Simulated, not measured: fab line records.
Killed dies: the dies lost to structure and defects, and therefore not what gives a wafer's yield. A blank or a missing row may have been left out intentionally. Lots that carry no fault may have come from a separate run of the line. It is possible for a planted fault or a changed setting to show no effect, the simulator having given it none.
Chamber matching	flow nand-harc	4 sister chambers for NHARC_A_WL_FILL_ALD_02 on ald-metal-02
The step deposits TiN, target thk 2 nm, pulse time 3 s, ald cycles 100. 16 wafers are shown with their chamber, then 8 later ones without.

## EACH WAFER AND ITS CHAMBER
wafer	chamber	heater-power-outer-w (W)	heater-power-w (W)	precursor-pulse-height-rel
L076.1	1	649	1016	1.022
L076.5	3	591	956	0.996
L076.6	0	731	1111	1.010
L079.1	3	580	966	0.996
L079.5	3	594	974	0.986
L079.6	2	590	954	0.971
L081.2	1	653	1002	0.966
L081.3	0	710	1115	0.988
L081.4	3	579	968	0.979
L082.2	2	588	962	1.033
L082.3	1	635	1024	0.974
L082.5	2	575	975	0.997
L083.1	3	593	987	0.988
L083.2	2	610	936	0.999
L083.4	1	652	997	0.972
L089.1	0	732	1127	0.990

SIGNATURES (averages over the wafers above)
reading	chamber 0	chamber 1	chamber 2	chamber 3	scatter within a chamber
heater-power-outer-w	724.33	647.25	590.75	587.40	10.6
heater-power-w	1117.67	1009.75	956.75	970.20	12.7
precursor-pulse-height-rel	0.99600	0.98350	1.00000	0.98900	0.0193
Rule: for a wafer and a chamber, the distance is found by dividing, reading by reading, the gap between the wafer's reading and the chamber's mean by the reading's scatter, squaring, summing and taking the root. If the next closest chamber is less than 2 further off than the closest, the wafer can't be placed; otherwise it belongs to the closest. The scatter: the root of (the sum of the squares of (reading less its chamber's mean) over the shown wafers, divided by (wafers less chambers)).

## WAFERS WITHOUT THEIR CHAMBER
wafer	heater-power-outer-w (W)	heater-power-w (W)	precursor-pulse-height-rel
L089.3	602	1014	1.005
L089.5	565	935	0.973
L093.1	627	969	0.999
L093.4	715	1138	0.996
L093.5	562	945	0.984
L097.1	576	936	1.007
L097.2	625	965	0.964
L097.4	583	973	1.009

## WHICH CHAMBER EACH ONE RAN IN
wafer	from the rows above	in truth
L089.3	can't be placed: 3 or 1 or 2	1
L089.5	can't be placed: 2 or 3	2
L093.1	can't be placed: 2 or 3 or 1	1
L093.4	0	0
L093.5	can't be placed: 2 or 3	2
L097.1	can't be placed: 2 or 3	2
L097.2	can't be placed: 2 or 3 or 1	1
L097.4	can't be placed: 3 or 2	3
Correct placement for 1 of the 8. Not placeable from these rows: 7 (in 7, the candidates include the true chamber). Wrongly placed: 0.
